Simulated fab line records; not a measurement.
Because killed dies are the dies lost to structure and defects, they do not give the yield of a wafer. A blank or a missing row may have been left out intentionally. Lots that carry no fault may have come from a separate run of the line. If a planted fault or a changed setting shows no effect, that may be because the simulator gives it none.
Problem report, 8D (eight disciplines) form, completed by code + flow n5_finfet + the parts of the form that need people (team, actions taken, sign-off) are left out

## 1. WHAT WENT WRONG
At N5_BEOL_M6_COAT_05, spin_speed_rpm averages 1422.9 rpm over 6 wafers from 2 lots, while fault-free wafers read 1500.0 rpm, standard deviation 1.1. That puts it -70 standard deviations away from the usual mean.
The step: resist thk 90 nm.
First observed at day 12 00:25: wafer L463.1, on litho_track-05. The record has a number at this step for 36 wafers belonging to 12 lots. The rule behind "out" and "out of limits": a value lying over 4 standard deviations away from the usual mean. The rest of the wafers with a number are treated as sound.

## 2. WHAT THIS IS AND IS NOT
| question                    | is                     | is not                                                                          |
|-----------------------------|------------------------|---------------------------------------------------------------------------------|
| which readings at this step | spin_speed_rpm         | -                                                                               |
| which lots                  | L463, L466             | L450, L451, L452, L453, L456, L457, L458, L468, L471, L472                      |
| which wafers of those lots  | all that have a number | -                                                                               |
| read on which tools         | litho_track-05         | litho_track-02, litho_track-04                                                  |
| when                        | from day 12 00:25      | up to then (21 sound wafers); but 9 sound wafers of L468, L471, L472 came after |

## 3. SUSPECTS, AND WHAT RULES EACH OUT
Counting: a tool stays on the suspect list if, at a process step up to the reading, it processed all lots that are out and no sound lot following the first of them.
- litho_track-05 at N5_BEOL_M6_COAT_05 (resist thk 90 nm): kept. All lots that are out passed through it, beginning with L463 at day 12 00:25, and no sound lot followed; its final sound lot before that point was L457 at day 10 19:47. Out on those wafers are its own readings of spin_speed_rpm.
Left after counting: litho_track-05 at N5_BEOL_M6_COAT_05.

## 4. THE CAUSE (what the simulator had put in)
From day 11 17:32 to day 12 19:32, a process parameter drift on litho_track-05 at N5_BEOL_M6_COAT_05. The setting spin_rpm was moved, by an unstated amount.
Counting left only this tool.

## 5. SEQUENCE OF EFFECTS, ordered by route
One row per reading whose mean, taken over the struck wafers that have a number, lies over 3 standard deviations from the usual. Readings are gone through only where the record gives a usual standard deviation; hours: the median, over the lots, of the time from a lot's start at the first step in this table giving one to that lot's start at this step; sigmas: the change measured in usual standard deviations.
| hours | step               | reading        | usual      | on struck wafers | change | sigmas |
|-------|--------------------|----------------|------------|------------------|--------|--------|
| 0     | N5_BEOL_M6_COAT_05 | spin_speed_rpm | 1500.0 rpm | 1422.9           | -77.1  | -70    |
Here are the process steps it includes:
- N5_BEOL_M6_COAT_05: resist thk 90 nm.

## 6. WHAT WOULD HAVE CAUGHT IT SOONER
7 hours passed between the start of the fault at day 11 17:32 and the first reading out of limits in this record, taken at day 12 00:25.
